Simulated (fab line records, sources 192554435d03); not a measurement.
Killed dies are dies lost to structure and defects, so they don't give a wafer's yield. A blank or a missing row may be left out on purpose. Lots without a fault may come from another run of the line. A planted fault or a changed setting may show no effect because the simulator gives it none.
fab line records | flow n5_finfet
record lots=6 wafers=17 last_day=17
route steps=1938 shown BEOL_M6@1203 PASSIVATION@1936
lots that met no fault: from a run of the same line without faults
start_h: hours from the record's first day to the start of the lot's first wafer shown | wait_h: hours since the lot's step before | " the same as in the row above | L1.1+2: a row that stands for several wafers | - no value, or no start given | * or withheld: withheld | < > ~ a bound
route shown NAME@n: a module of which the file shows steps, and the number in the route of the first | usual: mean/standard deviation of fault-free wafers | same: alike in all rows | chamber/n: place in a boat | sites: the reading at each site | _std_site: their standard deviation | _edge_site: outer sites' mean less inner sites' | radius_mm: how far each site lies from the wafer's centre | mask NAME#n: copy n | behind: the tool/chamber that last shaped the wafer | hold: why the lot was held/for how many hours/how that ended | device: the transistor (n, p or np) that didn't switch | end of line: the same wafers' tests at the end of the route | a step without rows: its recipe alone | killed: dies lost to structure and defects at the first sort, not the wafer's yield | map: a wafer's dies, x killed, . not, _ none there
set.NAME: the setting as run; set.NAME@STEP: as run at that earlier step | model.NAME: the simulator's own value behind a step, which no gauge read
lots at some steps of the route; a table a step, a row a wafer
services: from which hour (start_h, from the record's first day; less than 0 if before it) a tool's chamber was out of use, for how many hours, and why
## steps
# step N5_BEOL_M6_SOFTBAKE_06
# recipe temp_c=110 time_s=60 resist=CAR-ArF
# step N5_BEOL_M6_EXPOSE_08
# recipe mask_id=M6 na=1.35 source_shape=dipole sigma_inner=0.817 sigma_outer=0.97 polarization=te dose_mj=68.25
# step N5_BEOL_M6_PEB_09
# recipe peb_temp_c=withheld peb_time_s=60 resist=CAR-ArF
# step N5_BEOL_M6_DEVELOP_10
# recipe develop_time_s=30 developer=TMAH resist=CAR-ArF rinse_liquid=diw dry=air_spin dev_temp_c=23
# step N5_BEOL_M6_CD_MEAS_11
# recipe target_cd_nm=38.5 landing_energy_ev=500 detector=se_inlens polarity=opening
# usual cd_nm=38.7/0.47
# columns lot.wafer tool chamber start_h wait_h cd_nm
L564.1 cd_sem-03 0 223.53 - 39.2
L564.3 " 0 " " 38.0
L564.6 " 0 " " 38.6
L565.1 cd_sem-01 0 232.82 - 38.3
L565.3 " 0 " " 38.4
L565.4 " 0 " " 37.7
L570.2 cd_sem-02 0 267.09 - 39.1
L570.3 " 0 " " 38.7
L570.5 " 0 " " 39.6
L571.1 cd_sem-03 0 274.62 - 39.2
L571.4 " 0 " " 39.3
L573.1 cd_sem-03 0 277.66 - 39.4
L573.2 " 0 " " 38.6
L573.3 " 0 " " 38.8
L581.1 cd_sem-03 0 333.98 - 38.2
L581.4 " 0 " " 38.5
L581.6 " 0 " " 37.6
# step N5_BEOL_M6_OVL_MEAS_12
# recipe points_per_wafer=44
# usual M6_OVL=0.1/0.63
# columns lot.wafer tool chamber start_h wait_h M6_OVL[nm]
L564.1 overlay-02 0 223.56 0.0 -0.3
L564.3 " 0 " " -0.2
L564.6 " 0 " " -0.3
L565.1 overlay-01 0 232.85 0.0 1.3
L565.3 " 0 " " 0.6
L565.4 " 0 " " 1.2
L570.2 overlay-02 0 267.11 0.0 -0.2
L570.3 " 0 " " -0.3
L570.5 " 0 " " -0.4
L571.1 overlay-02 0 274.65 0.0 -0.1
L571.4 " 0 " " -0.4
L573.1 overlay-02 0 277.69 0.0 0.5
L573.2 " 0 " " 0.7
L573.3 " 0 " " 0.5
L581.1 overlay-02 0 334.01 0.0 0.0
L581.4 " 0 " " 0.2
L581.6 " 0 " " 0.3
# step N5_BEOL_M6_INSPECT_13
# recipe mode=adi inspect_instrument=brightfield
# usual raw_defect_count=413/87
# columns lot.wafer tool chamber start_h wait_h raw_defect_count
L564.1 defect_inspect-01 - 223.58 0.0 443
L564.3 " - " " 513
L564.6 " - " " 497
L565.1 defect_inspect-02 - 232.87 0.0 394
L565.3 " - " " 392
L565.4 " - " " 362
L570.2 defect_inspect-02 - 267.14 0.0 307
L570.3 " - " " 468
L570.5 " - " " 361
L571.1 defect_inspect-01 - 274.67 0.0 484
L571.4 " - " " 467
L573.1 defect_inspect-02 - 277.71 0.0 394
L573.2 " - " " 296
L573.3 " - " " 264
L581.1 defect_inspect-01 - 334.03 0.0 364
L581.4 " - " " 403
L581.6 " - " " 494
# step N5_BEOL_M6_DESCUM_16
# recipe chemistry=O2 time_s=7.9 source_power_w=50 bias_power_w=20 pressure_mtorr=20 rf_frequency_hz=2.712e+07 temp_c=40 resist=CAR-ArF o2_flow_sccm=225
# usual drypump_motor_current_A=5.6/0.4 o2_flow_sccm=224.9/0.66 oes_product_au=0.81/0.077 rf_vpp_V=243.1/1.2 showerhead_plenum_p_Torr=2.10/0.065 throttle_valve_pct=20.45/0.16
# columns lot.wafer tool chamber start_h wait_h drypump_motor_current_A o2_flow_sccm oes_product_au rf_hours_counter_h rf_vpp_V showerhead_plenum_p_Torr throttle_valve_pct
L564.1 rie_diel-06 1 223.71 0.1 6.1 224.3 0.69 226 239.1 1.97 20.41
L564.3 " 0 " " 5.3 225.2 0.73 174 242.9 2.09 20.66
L564.6 " 0 " " 5.3 224.0 0.73 - 243.8 2.09 20.67
L565.1 rie_diel-05 3 233.13 0.3 6.3 224.8 0.91 9 244.5 2.13 20.22
L565.3 " 1 " " 5.9 224.2 0.87 56 242.5 2.03 20.48
L565.4 " 2 " " 5.8 224.5 0.84 68 242.1 2.04 20.65
L570.2 rie_diel-06 2 267.40 0.3 5.3 224.4 0.82 84 245.3 2.21 20.31
L570.3 " 1 " " 6.2 224.3 0.68 244 242.6 1.96 20.44
L570.5 " 1 " " 6.2 224.6 0.68 - 242.4 1.96 20.45
L571.1 rie_diel-06 3 274.71 0.0 5.1 224.4 0.91 23 243.9 2.15 20.46
L571.4 " 0 " " 5.3 225.7 0.72 195 242.5 2.08 20.70
L573.1 rie_diel-06 1 277.98 0.3 6.1 224.0 0.68 248 242.0 1.96 20.44
L573.2 " 3 " " 5.1 223.3 0.89 24 244.8 2.15 20.47
L573.3 " 0 " " 5.4 224.5 0.72 196 242.1 2.08 20.67
L581.1 rie_diel-01 0 334.07 0.0 5.4 224.9 0.78 120 243.1 2.13 20.52
L581.4 " 2 " " 4.9 223.5 0.84 87 244.1 2.14 20.42
L581.6 " 3 " " 5.6 225.2 0.92 - 244.7 2.15 20.43
# step N5_BEOL_M6_ETCH_61
# recipe chemistry=CF4 target=SiARC target_depth_a=455 mask_material=CAR-ArF time_s=75.8 ion_energy_ev=80 pressure_mtorr=40 source_w=545 bias_w=36 Ar_flow_sccm=100 cf4_flow_sccm=100 ends=cleared
# usual drypump_motor_current_A=5.6/0.4 etch_rf_on_time_s=75.3/1.1 mfc_ar_sccm=100.0/0.3 oes_product_au=0.70/0.067 rf_vpp_V=184.0/1.1 showerhead_plenum_p_Torr=2.14/0.057 throttle_valve_pct=15.56/0.19
# columns lot.wafer tool chamber start_h wait_h drypump_motor_current_A etch_rf_on_time_s mfc_ar_sccm oes_product_au rf_hours_counter_h rf_vpp_V showerhead_plenum_p_Torr throttle_valve_pct
L564.1 rie_diel-06 1 223.74 0.0 6.1 77.3 99.5 0.59 226 184.8 2.04 15.75
L564.3 " 0 " " 5.3 74.9 100.3 0.63 174 182.9 2.14 15.81
L564.6 " 0 " " 5.3 75.0 100.0 0.63 - 184.1 2.14 15.83
L565.1 rie_diel-05 3 233.16 0.0 6.3 75.4 100.6 0.78 9 182.9 2.18 15.40
L565.3 " 1 " " 5.9 76.9 100.1 0.73 56 182.6 2.07 15.56
L565.4 " 2 " " 5.8 74.6 99.8 0.73 68 182.9 2.08 15.70
L570.2 rie_diel-06 2 267.43 0.0 5.3 75.5 100.0 0.70 84 185.5 2.24 15.44
L570.3 " 1 " " 6.1 76.9 100.2 0.58 244 183.2 2.03 15.81
L570.5 " 1 " " 6.1 77.3 99.5 0.59 - 181.5 2.03 15.79
L571.1 rie_diel-06 3 274.74 0.0 5.1 73.9 100.3 0.77 23 185.0 2.20 15.49
L571.4 " 0 " " 5.3 74.3 99.9 0.62 195 184.3 2.13 15.87
L573.1 rie_diel-06 1 278.01 0.0 6.2 77.1 99.8 0.59 248 182.7 2.03 15.79
L573.2 " 3 " " 5.1 74.9 100.1 0.77 24 183.5 2.20 15.51
L573.3 " 0 " " 5.4 74.9 99.7 0.61 196 183.4 2.13 15.86
L581.1 rie_diel-01 0 334.10 0.0 5.4 75.0 100.0 0.68 120 184.9 2.15 15.54
L581.4 " 2 " " 4.9 74.5 100.0 0.72 87 184.8 2.15 15.37
L581.6 " 3 " " 5.6 76.7 100.3 0.78 - 184.5 2.19 15.49
# step N5_BEOL_M6_ETCH_62
# recipe chemistry=N2/H2 target=SOC target_depth_a=1100 overetch_a=220 mask_material=SiARC temp_c=40 time_s=165 ion_energy_ev=200 pressure_mtorr=30 source_w=840 bias_w=150 n2_flow_sccm=200 h2_flow_sccm=200
# usual drypump_motor_current_A=5.6/0.4 n2_flow_sccm=200.0/0.64 oes_product_au=0.69/0.063 rf_vpp_V=523.9/2.2 showerhead_plenum_p_Torr=2.54/0.075 throttle_valve_pct=17.81/0.18
# columns lot.wafer tool chamber start_h wait_h drypump_motor_current_A n2_flow_sccm oes_product_au rf_hours_counter_h rf_vpp_V showerhead_plenum_p_Torr throttle_valve_pct
L564.1 rie_diel-06 1 223.80 0.0 6.2 201.1 0.59 226 519.6 2.40 17.98
L564.3 " 0 " " 5.3 199.5 0.62 174 524.6 2.55 18.17
L564.6 " 0 " " 5.3 200.5 0.62 - 523.7 2.55 18.17
L565.1 rie_diel-05 3 233.22 0.0 6.3 199.5 0.78 9 525.7 2.62 17.74
L565.3 " 1 " " 5.9 199.0 0.73 56 523.5 2.46 17.86
L565.4 " 2 " " 5.8 201.1 0.71 68 521.7 2.47 17.86
L570.2 rie_diel-06 2 267.49 0.0 5.3 200.2 0.70 84 528.4 2.68 17.70
L570.3 " 1 " " 6.1 200.9 0.59 244 520.2 2.39 18.00
L570.5 " 1 " " 6.2 200.0 0.58 - 517.9 2.39 18.02
L571.1 rie_diel-06 3 274.80 0.0 5.2 200.1 0.76 23 525.6 2.59 17.65
L571.4 " 0 " " 5.3 200.2 0.61 195 523.0 2.54 18.20
L573.1 rie_diel-06 1 278.07 0.0 6.2 199.0 0.59 248 518.5 2.39 18.04
L573.2 " 3 " " 5.1 200.9 0.76 24 524.3 2.59 17.63
L573.3 " 0 " " 5.4 198.9 0.61 196 524.0 2.54 18.20
L581.1 rie_diel-01 0 334.16 0.0 5.4 200.5 0.68 121 525.4 2.54 17.68
L581.4 " 2 " " 4.9 199.2 0.71 87 525.2 2.57 17.70
L581.6 " 3 " " 5.6 199.9 0.78 - 523.9 2.59 17.69
# step N5_BEOL_M6_STRIP_68
# recipe chemistry=N2/H2 temp_c=40 n2_flow_sccm=200 h2_flow_sccm=200 rf_frequency_hz=6e+07
# step N5_BEOL_M6_STRIP_67
# recipe chemistry=CF4 resist=SiARC power_w=300 bias_power_w=75 pressure_mtorr=50 cf4_flow_sccm=150 rf_frequency_hz=6e+07
# usual drypump_motor_current_A=5.6/0.4 oes_product_au=0.81/0.074 rf_vpp_V=271.2/1.5 showerhead_plenum_p_Torr=1.79/0.047 throttle_valve_pct=13.52/0.21
# columns lot.wafer tool chamber start_h wait_h drypump_motor_current_A oes_product_au rf_hours_counter_h rf_vpp_V showerhead_plenum_p_Torr throttle_valve_pct
L564.1 rie_diel-06 1 223.95 0.0 6.1 0.70 226 269.3 1.71 13.76
L564.3 " 0 " " 5.3 0.74 174 271.3 1.80 13.83
L564.6 " 0 " " 5.3 0.74 - 269.3 1.80 13.82
L565.1 rie_diel-05 3 233.37 0.0 6.3 0.92 9 272.0 1.82 13.32
L565.3 " 1 " " 5.8 0.87 56 271.0 1.74 13.53
L565.4 " 2 " " 5.8 0.84 68 269.0 1.75 13.68
L570.2 rie_diel-06 2 267.64 0.0 5.3 0.82 84 273.2 1.88 13.43
L570.3 " 1 " " 6.1 0.69 244 267.5 1.70 13.78
L570.5 " 1 " " 6.2 0.69 - 269.6 1.70 13.79
L571.1 rie_diel-06 3 274.94 0.0 5.1 0.90 23 271.4 1.84 13.43
L571.4 " 0 " " 5.3 0.72 195 268.5 1.79 13.87
L573.1 rie_diel-06 1 278.21 0.0 6.1 0.69 248 267.2 1.70 13.78
L573.2 " 3 " " 5.1 0.90 24 271.4 1.84 13.42
L573.3 " 0 " " 5.3 0.72 196 271.6 1.79 13.88
L581.1 rie_diel-01 0 334.31 0.0 5.4 0.80 121 273.5 1.81 13.55
L581.4 " 2 " " 4.9 0.83 87 271.7 1.79 13.29
L581.6 " 3 " " 5.6 0.92 - 272.8 1.84 13.42
# step N5_BEOL_M6_HM_OPEN_17
# recipe chemistry=Cl2/BCl3 target_depth_a=200 overetch_a=60 target=TiN mask_material=SOC ion_energy_ev=150 pressure_mtorr=10 icp_w=1000 bias_w=126 Cl2_flow_sccm=53.25 bcl3_flow_sccm=21.75 Ar_flow_sccm=25
# usual drypump_motor_current_A=5.9/0.53 mfc_ar_sccm=24.99/0.072 oes_product_au=0.69/0.069 throttle_valve_pct=22.1/0.33
# columns lot.wafer tool chamber start_h wait_h drypump_motor_current_A mfc_ar_sccm oes_product_au rf_hours_counter_h throttle_valve_pct model.SOC_of_BEOL_M6_COAT_59.thk_nm
L564.1 rie_metal-02 0 223.99 0.0 5.6 25.05 0.60 72 22.0 92.2
L564.3 " 1 " " 6.0 24.92 0.66 - 22.5 92.4
L564.6 " 0 " " 5.6 24.88 0.60 - 22.0 92
L565.1 rie_metal-02 1 233.41 0.0 6.1 24.97 0.67 42 22.6 92.4
L565.3 " 1 " " 6.1 25.04 0.66 - 22.5 92.6
L565.4 " 0 " " 5.6 25.01 0.61 - 22.0 92.2
L570.2 rie_metal-01 1 267.68 0.0 6.3 24.96 0.79 6 21.4 92
L570.3 " 1 " " 6.3 24.87 0.79 - 21.4 91.8
L570.5 " 1 " " 6.3 24.90 0.80 - 21.4 92.2
L571.1 rie_metal-02 1 274.99 0.0 6.0 24.95 0.65 45 22.5 92.4
L571.4 " 0 " " 5.6 24.85 0.60 - 22.0 89.6
L573.1 rie_metal-02 0 278.25 0.0 5.6 24.97 0.59 77 22.0 91.6
L573.2 " 1 " " 6.0 25.04 0.66 45 22.5 89.2
L573.3 " 0 " " 5.6 24.99 0.59 - 22.0 92
L581.1 rie_metal-01 1 334.35 0.0 6.3 25.04 0.76 11 21.4 92.4
L581.4 " 0 " " 4.7 25.00 0.72 - 22.2 92.6
L581.6 " 0 " " 4.7 24.97 0.73 - 22.2 92.8
# step N5_BEOL_M6_STRIP_19
# recipe chemistry=O2 power_w=400 temp_c=40 pressure_mtorr=30 rf_frequency_hz=6e+07 bias_power_w=0 overash_fraction=0.2 o2_flow_sccm=225
# usual drypump_motor_current_A=5.6/0.43 o2_flow_sccm=225.0/0.7 oes_product_au=0.82/0.071 rf_vpp_V=3.7/0.61 showerhead_plenum_p_Torr=2.11/0.058 throttle_valve_pct=16.66/0.17
# columns lot.wafer tool chamber start_h wait_h drypump_motor_current_A o2_flow_sccm oes_product_au rf_hours_counter_h rf_vpp_V showerhead_plenum_p_Torr throttle_valve_pct
L564.1 rie_diel-06 3 224.10 0.1 5.1 223.9 0.92 11 3.9 2.16 16.59
L564.3 " 0 " " 5.3 223.8 0.74 174 4.1 2.09 16.86
L564.6 " 1 " " 6.2 224.8 0.70 - 3.7 1.97 16.71
L565.1 rie_diel-01 3 233.52 0.1 5.6 224.3 0.67 243 4.1 2.16 17.01
L565.3 " 0 " " 5.4 225.3 0.83 84 3.7 2.14 16.66
L565.4 " 2 " " 4.9 225.5 0.88 47 3.0 2.16 16.57
L570.2 rie_diel-06 3 267.79 0.1 5.1 225.4 0.90 20 4.4 2.16 16.62
L570.3 " 1 " " 6.1 226.7 0.68 244 4.2 1.96 16.76
L570.5 " 0 " " 5.3 224.2 0.72 - 3.2 2.08 16.92
L571.1 rie_diel-01 0 275.10 0.1 5.4 224.5 0.81 98 3.2 2.14 16.69
L571.4 " 2 " " 4.9 224.0 0.85 - 3.2 2.15 16.57
L573.1 rie_diel-05 0 278.36 0.1 5.7 225.2 0.77 130 3.0 2.11 16.38
L573.2 " 1 " " 5.9 225.0 0.85 69 3.9 2.02 16.69
L573.3 " 2 " " 5.8 225.4 0.83 80 5.5 2.04 16.85
L581.1 rie_diel-06 2 334.67 0.3 5.2 225.2 0.79 110 4.5 2.20 16.61
L581.4 " 0 " " 5.3 225.9 0.70 215 4.1 2.08 16.95
L581.6 " 0 " " 5.4 225.1 0.71 - 4.4 2.08 16.94
# step N5_PASSIVATION_PROBE_49
# usual defect_limited_yield=91.3/1.5 killed_at_M0_to_M3=31/11 killed_at_M4_up=14/5.1 killed_at_contacts=12/5.6 killed_at_front_end=42/12 killed_at_other=3.8/2.9 killed_dies=103/18 killed_open=67/14 killed_short=33/8 sort_bin_5_function=5.1/1 sort_bin_6_memory=3.2/0.75 sort_n_pass=1077/18 sort_yield_pct=91.3/1.5
# same gross_dies=1180 killed_at_back_side=0 sort_bin_4_leakage[%]=0 sort_bin_8_speed[%]=0
# columns lot.wafer tool chamber start_h wait_h defect_limited_yield[%] killed_at_M0_to_M3 killed_at_M4_up killed_at_contacts killed_at_front_end killed_at_other killed_dies killed_open killed_short sort_bin_5_function[%] sort_bin_6_memory[%] sort_n_pass sort_yield_pct[%]
L571.4 prober-02 - 374.18 0.2 89.9 36 10 14 52 7 119 79 40 5.8 4.2 1061 89.9
# killed by level:class
L571.4 FIN_SAQP:geometric_particle:open=18 MOL_CONTACT_COAG:geometric_particle:open=10 BEOL_M0_SAQP:geometric_particle:open=8 BEOL_M1:geometric_particle:open=8 FIN_SAQP:geometric_particle:short=7 STI_FIN_REVEAL:geometric_particle:open=7 BEOL_M0_SAQP:geometric_particle:short=7 BEOL_M0:geometric_particle:open=7
## services
# columns tool chamber start_h hours kind
rie_diel-06 3 225.92 16.6 repair
rie_diel-01 3 263.49 2.6 repair
rie_diel-01 3 266.36 - clean
rie_diel-01 3 266.36 - consumable_replace:focus_ring
rie_diel-01 3 266.36 24.7 scheduled_down
rie_diel-01 3 266.36 24.7 vent_cycle
rie_metal-02 1 281.50 1.1 repair
rie_diel-06 1 287.58 - clean
rie_diel-06 1 287.58 - consumable_replace:focus_ring
rie_diel-06 1 287.58 - consumable_replace:showerhead
rie_diel-06 1 287.58 19.8 scheduled_down
rie_diel-06 1 287.58 19.8 vent_cycle
rie_diel-05 - 290.15 2.6 repair
rie_diel-06 0 300.58 5.8 repair
## key
first_sign none at tools or gauges
model_effect step=N5_BEOL_M6_HM_OPEN_17 value=SOC_of_BEOL_M6_COAT_59.thk_nm without=92.3 struck=89.4
met_at N5_BEOL_M6_HM_OPEN_17
struck_wafers L571.4,L573.2
onset_between 233.41 274.99
fault kind=process_parameter_drift tool=rie_metal-02 chamber=- onset_h=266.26 steps=N5_BEOL_M6_HM_OPEN_17 channel=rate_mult offset=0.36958 shape=step end_h=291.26 scope=struck_wafers_only
